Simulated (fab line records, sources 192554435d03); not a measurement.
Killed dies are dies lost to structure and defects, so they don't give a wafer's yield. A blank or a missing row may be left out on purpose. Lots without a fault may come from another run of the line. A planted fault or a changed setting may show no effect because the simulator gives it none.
A struck lot beside a sound one | flow n5_finfet | 25 steps out of a route of 1938
Sound: wafers L323.3, L323.4, L323.6. Struck: wafers L324.2, L324.4, L324.6. The cause comes at the end.
At each step with rows: each side's tool, then ch and its chambers, then its first start. Under that, the readings that differ: sound wafers | struck wafers | difference of the means | sigmas: that difference in standard deviations of wafers without a fault.
alike: readings whose means differ by less than 2 such deviations, and words and numbers that are the same on both sides. not compared: withheld readings, readings that some wafer has no value for, bounds like >300 that may hide the same value, and numbers for which the record gives no deviation and whose values overlap.
The two part at a step that has a row with sigmas, a row that says differs or no value, or rows on one side only. Numbers that don't overlap but have no deviation are shown without sigmas and don't part them. A reading that every wafer of one side lacks parts them only if that side has two wafers or more.

N5_BEOL_M6_THK_MEAS_53: measures by xrf.
  sound on film_metro-01, day 10 16:16; struck on film_metro-02, day 11 09:31
  alike: M6_THK
then, 1 step without rows for these wafers: N5_BEOL_M6_PRE_CLEAN_55 (time 15 s).
N5_BEOL_M6_DEP_56: deposits SiCN from 3MS/NH3, target thk 10 nm, time 17.5 s.
  sound on pecvd-01 ch 0,1,2, day 10 16:20; struck on pecvd-03 ch 0,2, day 11 09:35
  alike: rf_fwd_power_W, showerhead_plenum_p_Torr, throttle_valve_pct
N5_BEOL_M6_RS_MEAS_57: measures by four-point-probe.
  sound on film_metro-01, day 10 16:24; struck on film_metro-02, day 11 09:39
  alike: M6_RS
N5_BEOL_M6_INSPECT_58: inspects for defects (darkfield).
  sound on defect_inspect-02, day 10 16:26; struck on defect_inspect-02, day 11 09:41
  alike: raw_defect_count
N5_BEOL_M7_ILD_DEP_00: deposits SiCOH lowk from DEMS/porogen, target thk 179.75 nm, time 33.4 s.
  sound on pecvd-02 ch 0,1,2, day 10 16:28; struck on pecvd-02 ch 1,2, day 11 09:43
  alike: heater_power_outer_w, heater_power_w, rf_fwd_power_W, showerhead_plenum_p_Torr, throttle_valve_pct
N5_BEOL_M7_CURE_74: cures SiCOH lowk, time 240 s.
  sound on uv_cure-02 ch 0, day 10 18:42; struck on uv_cure-01 ch 2, day 11 10:15
  alike: lamp_power_pct, wafer_temp_C_max
N5_BEOL_M7_THK_MEAS_01:
  sound on film_metro-02, day 10 19:23; struck on film_metro-01, day 11 10:41
  alike: M7_ILD_THK
then, 4 steps without rows for these wafers: N5_BEOL_M7_PECVD_70 (deposits SiO2 from TEOS/O2, target thk 20 nm, time 22.7 s); N5_BEOL_M7_HM_DEP_02 (deposits TiN, target thk 20 nm); N5_BEOL_M7_COAT_59 (time 60 s, resist thk 100 nm); N5_BEOL_M7_COAT_60 (time 60 s, resist thk 35 nm).
N5_BEOL_M7_COAT_05: resist thk 90 nm.
  sound on litho_track-02 ch 0, day 10 20:45; struck on litho_track-02 ch 0, day 11 12:01
  reading                                      | sound                | struck               | difference | sigmas
  spin_speed_rpm (rpm)                         | 1498.4 1498.9 1500.5 | 1727.4 1727.6 1726.9 | +228.0     | +99 or more
  model.CAR-ArF_of_BEOL_M7_COAT_05.thk_nm (nm) | 89.4 89.2 89.4       | 84 83.8 84           | -5         |
then, 5 steps without rows for these wafers: N5_BEOL_M7_EBR_07; N5_BEOL_M7_SOFTBAKE_06 (time 60 s); N5_BEOL_M7_EXPOSE_08 (exposes mask M7); N5_BEOL_M7_PEB_09 (peb time 60 s); N5_BEOL_M7_DEVELOP_10 (develop time 30 s).
N5_BEOL_M7_CD_MEAS_11: target cd 38.5 nm.
  sound on cd_sem-02 ch 0, day 10 21:07; struck on cd_sem-02 ch 0, day 11 12:23
  alike: cd_nm
N5_BEOL_M7_OVL_MEAS_12:
  sound on overlay-01 ch 0, day 10 21:09; struck on overlay-01 ch 0, day 11 12:25
  alike: M7_OVL
N5_BEOL_M7_INSPECT_13: inspects for defects (brightfield).
  sound on defect_inspect-02, day 10 21:10; struck on defect_inspect-02, day 11 12:26
  reading          | sound       | struck      | difference | sigmas
  raw_defect_count | 320 476 488 | 689 673 670 | +249       | +2
N5_BEOL_M7_DESCUM_16: chemistry O2, time 7.9 s.
  sound on rie_diel-04 ch 1,2,3, day 10 21:12; struck on rie_diel-03 ch 0,1,2, day 11 12:29
  alike: drypump_motor_current_A, oes_product_au, rf_fwd_power_W, rf_vpp_V, showerhead_plenum_p_Torr, throttle_valve_pct
  not compared: rf_hours_counter_h
N5_BEOL_M7_ETCH_61: etches SiARC in CF4, target depth 45.5 nm, time 75.8 s.
  sound on rie_diel-04 ch 1,2,3, day 10 21:14; struck on rie_diel-03 ch 0,1,2, day 11 12:31
  reading                                      | sound        | struck     | difference | sigmas
  model.CAR-ArF_of_BEOL_M7_COAT_05.thk_nm (nm) | 50.2 50 50.2 | 45 44.8 45 | -5         |
  alike: drypump_motor_current_A, etch_rf_on_time_s, oes_product_au, rf_fwd_power_W, rf_vpp_V, showerhead_plenum_p_Torr, throttle_valve_pct
  not compared: rf_hours_counter_h
N5_BEOL_M7_ETCH_62: etches SOC in N2/H2, target depth 110 nm, overetch 22 nm, time 165 s.
  sound on rie_diel-04 ch 1,2,3, day 10 21:18; struck on rie_diel-03 ch 0,1,2, day 11 12:34
  alike: drypump_motor_current_A, h2_flow_sccm, oes_product_au, rf_fwd_power_W, rf_vpp_V, showerhead_plenum_p_Torr, throttle_valve_pct
  not compared: rf_hours_counter_h
-- the record jumps here: 3 days lie between the struck wafers' starts before and after (it left off in module BEOL_M7 and takes up again in module PASSIVATION, whose first step shown is number 1936 of the route) --
N5_PASSIVATION_PROBE_49:
  sound on prober-01, day 14 15:07; struck on prober-02, day 14 21:16
  reading              | sound | struck   | difference | sigmas
  sort_bin_8_speed (%) | 0 0 0 | 0.08 0 0 | +0.03      | +3
  alike: defect_limited_yield, killed_at_M0_to_M3, killed_at_M4_up, killed_at_contacts, killed_at_front_end, killed_at_other, killed_dies, killed_open, killed_short, sort_bin_5_function, sort_bin_6_memory, sort_n_pass, sort_yield_pct

WHERE THEY PART
First at N5_BEOL_M7_COAT_05; last, within this record, at N5_PASSIVATION_PROBE_49.

WHY: what the simulator had put in
Process parameter drift: litho_track-02, from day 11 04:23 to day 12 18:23, at N5_BEOL_M7_COAT_05. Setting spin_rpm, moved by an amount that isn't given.
